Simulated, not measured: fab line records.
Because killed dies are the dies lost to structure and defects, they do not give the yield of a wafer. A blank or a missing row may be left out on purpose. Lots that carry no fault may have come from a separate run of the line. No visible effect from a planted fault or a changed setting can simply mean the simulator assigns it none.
Chamber matching ; flow n5 finfet ; ald metal-04 running N5_BEOL_M2_ALD_84: 4 sister chambers
The step deposits TaN, pulse time 2 s, purge time 3 s, co reactant purge time 2 s. 8 wafers are shown with their chamber, then 8 later ones without.

## WAFERS PAIRED WITH THEIR CHAMBERS
wafer;chamber;heater power w (W)
L082.4;3;403
L082.6;0;499
L085.2;1;466
L085.6;1;463
L090.1;3;406
L090.3;0;501
L090.5;2;353
L092.1;2;361

## WAFERS WITH NO CHAMBER GIVEN
wafer;heater power w (W)
L092.3;502
L092.4;400
L095.1;362
L095.2;464
L095.3;498
L095.4;403
L095.5;363
L095.6;393

## WHICH CHAMBER EACH ONE RAN IN
wafer;from the rows above;in truth
L092.3;0;0
L092.4;3;3
L095.1;2;2
L095.2;1;1
L095.3;0;0
L095.4;3;3
L095.5;2;2
L095.6;3;3
Correctly placed: 8 of 8. Left unplaced by these rows: 0. Placed wrongly: 0.
How it was worked out, from the rows above alone: a wafer's distance from a chamber is the root of the sum, over the readings, of the square of ((its reading less the chamber's mean) divided by the reading's scatter). The wafer belongs to the nearest chamber; if the next one is less than 2 further off, it can't be placed. Each chamber's mean is taken over the wafers shown for it. The scatter: take each reading less its chamber's mean, square it, sum over the shown wafers, divide by the number of wafers less the number of chambers, and take the root.
